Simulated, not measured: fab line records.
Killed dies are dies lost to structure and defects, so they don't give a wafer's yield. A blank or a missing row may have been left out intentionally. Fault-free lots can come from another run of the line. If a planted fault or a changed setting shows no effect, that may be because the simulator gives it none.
Matching of chambers / flow nand-harc / rie-diel-02 running NHARC_P_GATE_DESCUM_48: 4 sister chambers
The step chemistry O2, time 3 s. 18 wafers are shown with their chamber, then 9 later ones without.

== WAFERS, EACH WITH ITS CHAMBER ==
wafer=L075.1; chamber=3; drypump-motor-current-A (A)=5.9; rf-vpp-V (V)=58.0; oes-product-au (a.u.)=1.009
wafer=L075.2; chamber=0; drypump-motor-current-A (A)=5.7; rf-vpp-V (V)=58.6; oes-product-au (a.u.)=1.000
wafer=L075.5; chamber=0; drypump-motor-current-A (A)=5.7; rf-vpp-V (V)=56.8; oes-product-au (a.u.)=0.997
wafer=L076.2; chamber=3; drypump-motor-current-A (A)=5.9; rf-vpp-V (V)=56.6; oes-product-au (a.u.)=1.007
wafer=L076.3; chamber=0; drypump-motor-current-A (A)=5.7; rf-vpp-V (V)=58.7; oes-product-au (a.u.)=1.010
wafer=L076.5; chamber=0; drypump-motor-current-A (A)=5.7; rf-vpp-V (V)=58.1; oes-product-au (a.u.)=1.006
wafer=L079.3; chamber=2; drypump-motor-current-A (A)=5.7; rf-vpp-V (V)=58.2; oes-product-au (a.u.)=0.986
wafer=L079.5; chamber=3; drypump-motor-current-A (A)=5.8; rf-vpp-V (V)=57.8; oes-product-au (a.u.)=1.011
wafer=L079.6; chamber=0; drypump-motor-current-A (A)=5.7; rf-vpp-V (V)=57.9; oes-product-au (a.u.)=1.004
wafer=L083.1; chamber=0; drypump-motor-current-A (A)=5.7; rf-vpp-V (V)=55.5; oes-product-au (a.u.)=1.005
wafer=L083.3; chamber=2; drypump-motor-current-A (A)=5.7; rf-vpp-V (V)=57.8; oes-product-au (a.u.)=0.983
wafer=L083.4; chamber=3; drypump-motor-current-A (A)=5.9; rf-vpp-V (V)=55.4; oes-product-au (a.u.)=0.995
wafer=L088.4; chamber=3; drypump-motor-current-A (A)=5.9; rf-vpp-V (V)=58.7; oes-product-au (a.u.)=0.995
wafer=L088.5; chamber=2; drypump-motor-current-A (A)=5.7; rf-vpp-V (V)=58.1; oes-product-au (a.u.)=0.997
wafer=L088.6; chamber=3; drypump-motor-current-A (A)=5.9; rf-vpp-V (V)=58.1; oes-product-au (a.u.)=0.998
wafer=L089.3; chamber=0; drypump-motor-current-A (A)=5.7; rf-vpp-V (V)=56.9; oes-product-au (a.u.)=0.984
wafer=L089.5; chamber=0; drypump-motor-current-A (A)=5.7; rf-vpp-V (V)=57.3; oes-product-au (a.u.)=0.978
wafer=L089.6; chamber=1; drypump-motor-current-A (A)=5.3; rf-vpp-V (V)=56.1; oes-product-au (a.u.)=1.002

SIGNATURES (averages over the wafers above)
reading=drypump-motor-current-A; chamber 0=5.700; chamber 1=5.300; chamber 2=5.700; chamber 3=5.883; scatter within a chamber=0.0244
reading=rf-vpp-V; chamber 0=57.475; chamber 1=56.100; chamber 2=58.033; chamber 3=57.433; scatter within a chamber=1.05
reading=oes-product-au; chamber 0=0.99800; chamber 1=1.00200; chamber 2=0.98867; chamber 3=1.00250; scatter within a chamber=0.00953
Rule: a wafer lies at a distance from a chamber equal to the root of the sum of squares, over the readings, of (its reading less the chamber's mean, divided by the reading's scatter). The wafer belongs to the nearest chamber; if the next one is less than 2 further off, it can't be placed. The scatter: take each reading less its chamber's mean, square it, sum over the shown wafers, divide by the number of wafers less the number of chambers, and take the root.

== WAFERS WITHOUT THEIR CHAMBER ==
wafer=L091.3; drypump-motor-current-A (A)=5.3; rf-vpp-V (V)=57.3; oes-product-au (a.u.)=0.999
wafer=L091.5; drypump-motor-current-A (A)=5.3; rf-vpp-V (V)=58.3; oes-product-au (a.u.)=0.997
wafer=L091.6; drypump-motor-current-A (A)=5.7; rf-vpp-V (V)=59.5; oes-product-au (a.u.)=0.985
wafer=L092.3; drypump-motor-current-A (A)=5.7; rf-vpp-V (V)=58.8; oes-product-au (a.u.)=0.992
wafer=L092.5; drypump-motor-current-A (A)=5.3; rf-vpp-V (V)=56.3; oes-product-au (a.u.)=1.001
wafer=L092.6; drypump-motor-current-A (A)=5.6; rf-vpp-V (V)=58.3; oes-product-au (a.u.)=0.992
wafer=L096.1; drypump-motor-current-A (A)=5.3; rf-vpp-V (V)=56.5; oes-product-au (a.u.)=0.994
wafer=L096.2; drypump-motor-current-A (A)=5.7; rf-vpp-V (V)=57.0; oes-product-au (a.u.)=0.999
wafer=L096.3; drypump-motor-current-A (A)=5.9; rf-vpp-V (V)=58.0; oes-product-au (a.u.)=1.007

== CHAMBER TAKEN BY EACH ==
wafer=L091.3; from the rows above=1; in truth=1
wafer=L091.5; from the rows above=1; in truth=1
wafer=L091.6; from the rows above=can't be placed: 2 or 0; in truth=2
wafer=L092.3; from the rows above=can't be placed: 2 or 0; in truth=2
wafer=L092.5; from the rows above=1; in truth=1
wafer=L092.6; from the rows above=can't be placed: 2 or 0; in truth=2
wafer=L096.1; from the rows above=1; in truth=1
wafer=L096.2; from the rows above=can't be placed: 0 or 2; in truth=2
wafer=L096.3; from the rows above=3; in truth=3
Correctly placed: 5 of 9. Can't be placed from these rows: 4 (the true chamber is among the candidates in 4). Number placed wrongly: 0.
